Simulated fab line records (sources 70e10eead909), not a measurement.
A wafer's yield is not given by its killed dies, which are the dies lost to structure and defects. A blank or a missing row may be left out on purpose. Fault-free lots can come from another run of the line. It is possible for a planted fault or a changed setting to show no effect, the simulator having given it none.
A lot that was struck, set against a sound lot | flow nand harc | 13 steps out of a route of 1302
Sound: wafers L233.3, L233.4, L233.5. Struck: wafer L234.5; the same lot's L234.4 was not struck, so it is left out; see the end for the cause.
Each step with rows lists, per side, the tool, then ch with its chambers, then its first start. Under that, the readings that differ: sound wafers | struck wafers | difference of the means | sigmas: that difference in standard deviations of wafers without a fault.
alike: a reading whose means differ by less than 2 such deviations, as well as words and numbers matching on both sides. not compared: withheld readings; readings where some wafer has no value; bounds like >300 that might hide an equal value; numbers whose values overlap and for which the record gives no deviation.
The two part at a step that has a row with sigmas, a row that says differs or no value, or rows on one side only. When numbers do not overlap yet have no deviation, they are printed without sigmas and do not part them. Lack of a reading on every wafer of one side parts them only where that side has two or more wafers.

first, 5 steps without rows for these wafers: NHARC_A_STAIRCASE_EBR_05; NHARC_A_STAIRCASE_EXPOSE_06 (exposes mask STAIR); NHARC_A_STAIRCASE_PEB_07 (peb time 130 s); NHARC_A_STAIRCASE_DEVELOP_08 (time 140 s); NHARC_A_STAIRCASE_HARDBAKE_10 (time 140 s).
NHARC_A_STAIRCASE_DESCUM_11: chemistry O2, time 3 s.
  sound on rie diel-06 ch 1,3, day 17 23:20; struck on rie diel-06 ch 0, day 18 19:27
  reading            | sound             | struck | difference | sigmas
  mfc ar sccm (sccm) | 0.045 0.024 0.024 | 0      | +0         | -2
  alike: drypump motor current A, oes product au, rf vpp V, showerhead plenum p Torr, throttle valve pct
  not compared: rf hours counter h
then, 2 steps without rows for these wafers: NHARC_A_STAIRCASE_TRIM_12 (chemistry O2, time 211.2 s); NHARC_A_STAIRCASE_ETCH_13 (etches the open film in C4F8/O2, target depth 100 nm, time 40.5 s).
NHARC_A_STAIRCASE_TRIM_14: chemistry O2, time 211.2 s.
  sound: rie diel-06 ch 0,2; struck: rie diel-06 ch 1
  alike: drypump motor current A, mfc ar sccm, oes product au, rf vpp V, showerhead plenum p Torr, throttle valve pct
  not compared: rf hours counter h
NHARC_A_STAIRCASE_ETCH_15: etches the open film in C4F8/O2, target depth 100 nm, time 40.5 s.
  sound: rie diel-06 ch 0,1,3; struck: rie diel-06 ch 0
  alike: oes product au, rf vpp V
  not compared: rf hours counter h
NHARC_A_STAIRCASE_TRIM_16: chemistry O2, time 211.2 s.
  sound: rie diel-06 ch 1,2,3; struck: rie diel-06 ch 0
  alike: drypump motor current A, mfc ar sccm, oes product au, rf vpp V, showerhead plenum p Torr, throttle valve pct
  not compared: rf hours counter h
NHARC_A_STAIRCASE_ETCH_17: etches the open film in C4F8/O2, target depth 100 nm, time 40.5 s.
  sound on rie diel-06 ch 0,2, day 18 00:30; struck on rie diel-06 ch 2, day 18 20:14
  reading               | sound             | struck | difference | sigmas
  oes product au (a.u.) | 0.957 0.899 0.901 | 0.794  | -0.125     | -8
  alike: rf vpp V
  not compared: rf hours counter h
NHARC_A_STAIRCASE_TRIM_18: chemistry O2, time 211.2 s.
  sound: rie diel-06 ch 0,1,2; struck: rie diel-06 ch 1
  alike: drypump motor current A, mfc ar sccm, oes product au, rf vpp V, showerhead plenum p Torr, throttle valve pct
  not compared: rf hours counter h

## WHERE THEY PART
Earliest at NHARC_A_STAIRCASE_DESCUM_11; latest, in this record, at NHARC_A_STAIRCASE_ETCH_17. Later steps at which nothing parts them and some readings are alike: NHARC_A_STAIRCASE_TRIM_18.

WHY: what had been put in by the simulator
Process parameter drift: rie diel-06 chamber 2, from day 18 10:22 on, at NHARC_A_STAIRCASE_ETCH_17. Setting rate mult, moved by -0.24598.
